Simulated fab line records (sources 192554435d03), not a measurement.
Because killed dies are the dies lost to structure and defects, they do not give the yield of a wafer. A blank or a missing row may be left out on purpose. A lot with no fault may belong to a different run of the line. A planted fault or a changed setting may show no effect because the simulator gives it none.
Which tool is to blame?	flow n5 finfet	12 lots, 36 wafers sampled, at 2 steps of a route of 1938

== WHAT THE GAUGES SHOWED, per wafer ==
N5_BEOL_M8_CD_MEAS_35 targets a cd of 40 nm.
lot	measured	on	cd nm (nm)
L075	day 9 12:18	cd sem-01	38.9 40.7 39.9
L077	day 10 00:55	cd sem-02	39.4 39.2 38.9
L078	day 10 12:50	cd sem-01	38.9 39.9 39.3
L082	day 10 17:52	cd sem-01	39.7 40.0 40.0
L083	day 10 23:21	cd sem-02	40.4 39.7 40.6
L085	day 12 11:05	cd sem-02	40.6 40.4 39.6
L087	day 12 13:02	cd sem-03	40.5 40.0 40.3
L089	day 12 19:40	cd sem-01	40.4 39.9 39.3
L090	day 13 09:46	cd sem-03	40.5 39.9 39.7
L093	day 14 02:19	cd sem-02	41.2 40.7 40.9
L096	day 14 17:31	cd sem-03	39.8 40.4 39.6
L097	day 14 20:03	cd sem-01	40.3 40.9 40.0

== WHICH TOOL RAN EACH LOT (tool, then ch and the chambers of the sampled wafers, then the start) ==
lot	N5_BEOL_M8_STRIP_80
L075	rie diel-05 ch 0,1,3, day 9 12:18 or earlier
L077	rie diel-06 ch 1,2, day 10 00:55 or earlier
L078	rie diel-04 ch 1,2,3, day 10 12:50 or earlier
L082	rie diel-05 ch 0,1, day 10 17:52 or earlier
L083	rie diel-06 ch 1,2,3, day 10 23:21 or earlier
L085	rie diel-06 ch 0,1, day 12 11:05 or earlier
L087	rie diel-06 ch 1,2,3, day 12 13:02 or earlier
L089	rie diel-06 ch 0,1, day 12 19:40 or earlier
L090	rie diel-06 ch 0,1,2, day 13 09:46 or earlier
L093	rie diel-06 ch 1,3, day 14 02:19 or earlier
L096	rie diel-05 ch 0,1,2, day 14 17:31 or earlier
L097	rie diel-04 ch 0,1, day 14 20:03 or earlier
- N5_BEOL_M8_STRIP_80: strips in N2/H2, time 10 s.

== THE ANSWER, worked out from the rows above alone ==
Rule: what is usual is taken from the lots themselves. The widest of any qualifying gaps counts: lots, ordered by their means at a reading, are off when they make up no more than a third of the lots, leave a main group of 4 or more, and stand apart from it by 3 or more times the standard deviation of that group's means. A main group is skipped when, at the precision printed for the reading in the tables above, its means are all equal. Also off: a lot with no number at a reading for which 4 or more lots have one. The other lots that the step has rows for count as sound.
None of the lots is off at any reading shown; this tells nothing.

== WHAT WAS PUT IN BY THE SIMULATOR ==
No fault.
